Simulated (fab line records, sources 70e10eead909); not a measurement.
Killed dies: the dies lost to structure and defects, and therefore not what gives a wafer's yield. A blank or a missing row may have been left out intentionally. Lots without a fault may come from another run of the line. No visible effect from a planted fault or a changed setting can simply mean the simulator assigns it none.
Which of the tools did it?	flow nand_harc	Sampling: 13 lots, 39 wafers, 5 of 1302 route steps

== WHAT THE GAUGES SHOWED, per wafer ==
NHARC_P_M2_INSPECT_11.
lot	measured	on	raw_defect_count
L475	day 6 20:44	defect_inspect-02	2 2 3
L478	day 7 22:16	defect_inspect-01	3 3 6
L480	day 8 10:39	defect_inspect-01	4 5 4
L481	day 8 19:59	defect_inspect-02	2 1 6
L483	day 9 15:32	defect_inspect-01	6 7 5
L484	day 10 12:22	defect_inspect-02	8 4 9
L485	day 10 15:45	defect_inspect-02	6 4 3
L488	day 12 05:52	defect_inspect-02	10 7 5
L491	day 13 18:50	defect_inspect-01	1 4 7
L493	day 14 04:17	defect_inspect-02	5 6 4
L496	day 15 09:31	defect_inspect-01	7 6 6
L497	day 15 11:37	defect_inspect-02	7 6 2
L498	day 16 00:08	defect_inspect-01	6 2 4

NHARC_P_M2_THK_MEAS_24: measures by xrf.
lot	measured	on	thk_nm (nm)
L475	day 6 23:14	film_metro-02	145.7 142.9 142.5
L478	day 8 00:54	film_metro-01	142.9 146.2 145.4
L480	day 8 13:11	film_metro-01	145.0 142.5 144.0
L481	day 8 22:29	film_metro-01	144.6 146.6 149.1
L483	day 9 18:49	film_metro-01	144.1 144.9 145.0
L484	day 10 14:51	film_metro-01	143.4 142.7 143.1
L485	day 10 18:16	film_metro-01	144.6 144.4 141.7
L488	day 12 08:20	film_metro-01	141.9 143.9 142.4
L491	day 13 21:19	film_metro-01	146.8 143.1 147.1
L493	day 14 06:46	film_metro-02	143.2 141.9 145.3
L496	day 15 12:00	film_metro-01	149.0 140.8 142.7
L497	day 15 14:08	film_metro-02	148.2 143.9 144.5
L498	day 16 02:38	film_metro-02	143.7 147.5 143.4

== WHICH TOOL RAN EACH LOT (tool, then ch and the chambers of the sampled wafers, then the start) ==
lot	NHARC_P_M1_PVD_20	NHARC_P_M2_ECD_22	NHARC_P_M2_CMP_23
L475	pvd_sputter-02, day 6 20:44 or earlier	ecd_cu-02 ch 1, day 6 22:15	cmp-01 ch 0,1,3, day 6 22:57
L478	pvd_sputter-01, day 7 22:16 or earlier	ecd_cu-02 ch 1, day 7 23:52	cmp-03 ch 0,1, day 8 00:37
L480	pvd_sputter-01, day 8 10:39 or earlier	ecd_cu-02 ch 0,1, day 8 12:08	cmp-01 ch 1,2,3, day 8 12:52
L481	pvd_sputter-03, day 8 19:59 or earlier	ecd_cu-01 ch 0,1, day 8 21:30	cmp-03 ch 0,1,2, day 8 22:12
L483	pvd_sputter-02, day 9 15:32 or earlier	ecd_cu-01 ch 0,1, day 9 17:47	cmp-04 ch 0,1,2, day 9 18:34
L484	pvd_sputter-02, day 10 12:22 or earlier	ecd_cu-01 ch 0, day 10 13:49	cmp-04 ch 0,2, day 10 14:34
L485	pvd_sputter-02, day 10 15:45 or earlier	ecd_cu-02 ch 0,1, day 10 17:14	cmp-04 ch 0,2,3, day 10 17:59
L488	pvd_sputter-03, day 12 05:52 or earlier	ecd_cu-01 ch 1, day 12 07:18	cmp-03 ch 2,3, day 12 08:02
L491	pvd_sputter-03, day 13 18:50 or earlier	ecd_cu-02 ch 0,1, day 13 20:17	cmp-01 ch 0,3, day 13 21:01
L493	pvd_sputter-01, day 14 04:17 or earlier	ecd_cu-02 ch 0,1, day 14 05:49	cmp-03 ch 0,1,2, day 14 06:32
L496	pvd_sputter-03, day 15 09:31 or earlier	ecd_cu-02 ch 0,1, day 15 11:04	cmp-03 ch 1,2,3, day 15 11:46
L497	pvd_sputter-02, day 15 11:37 or earlier	ecd_cu-01 ch 0,1, day 15 13:09	cmp-04 ch 0,2,3, day 15 13:49
L498	pvd_sputter-02, day 16 00:08 or earlier	ecd_cu-02 ch 0,1, day 16 01:36	cmp-03 ch 1,3, day 16 02:19
- NHARC_P_M1_PVD_20: deposits TaN, target thk 5 nm, time 8.06 s.
- NHARC_P_M2_ECD_22: material Cu, target thk 400 nm.
- NHARC_P_M2_CMP_23: polishes, t overpolish 20 s, target thk 144.3 nm.

== AS READ BY THE TOOLS THEMSELVES (means over the sampled wafers that have a number; for cases with no such wafer, the mark the record gives instead) ==
NHARC_P_M1_PVD_20.
lot	tool	throttle_valve_pct (%)
L475	pvd_sputter-02	29.1
L478	pvd_sputter-01	30.2
L480	pvd_sputter-01	31.3
L481	pvd_sputter-03	29.9
L483	pvd_sputter-02	29.0
L484	pvd_sputter-02	28.8
L485	pvd_sputter-02	29.0
L488	pvd_sputter-03	29.9
L491	pvd_sputter-03	29.9
L493	pvd_sputter-01	30.9
L496	pvd_sputter-03	29.7
L497	pvd_sputter-02	28.7
L498	pvd_sputter-02	29.2

NHARC_P_M2_CMP_23.
lot	tool	motor_current_A (A)	time_to_endpoint_s (s)
L475	cmp-01	12.6	29
L478	cmp-03	14.0	32
L480	cmp-01	12.6	27
L481	cmp-03	13.5	32
L483	cmp-04	12.0	28
L484	cmp-04	12.0	24
L485	cmp-04	12.3	27
L488	cmp-03	12.2	22
L491	cmp-01	13.7	29
L493	cmp-03	13.4	28
L496	cmp-03	12.9	29
L497	cmp-04	11.7	28
L498	cmp-03	11.8	28

== THE ANSWER, worked out from the rows above alone ==
Rule: what is usual is taken from the lots themselves. Put in order of their means at a reading, lots are off if they are a third of the lots or fewer, leave a main group of 4 or more, and stand apart from it by a gap of 3 or more times the standard deviation of the main group's means; of several such gaps the widest counts. If all means in a main group match to the digits the tables above print for the reading, that group is not used. A lot without any number at a reading at which 4 lots or more have one is off too. Where the step has rows for the other lots, those lots are counted as sound. After the gauges, taken in route order, come the tools' own readings; for these a lot's mean is taken, as printed above. At the first step where some lot is off, the reading lying furthest off is the one used; lots without a number count as furthest.
Across all readings shown, no lot is off: no conclusion can be drawn from this.

== WHAT THE SIMULATOR HAD PUT IN ==
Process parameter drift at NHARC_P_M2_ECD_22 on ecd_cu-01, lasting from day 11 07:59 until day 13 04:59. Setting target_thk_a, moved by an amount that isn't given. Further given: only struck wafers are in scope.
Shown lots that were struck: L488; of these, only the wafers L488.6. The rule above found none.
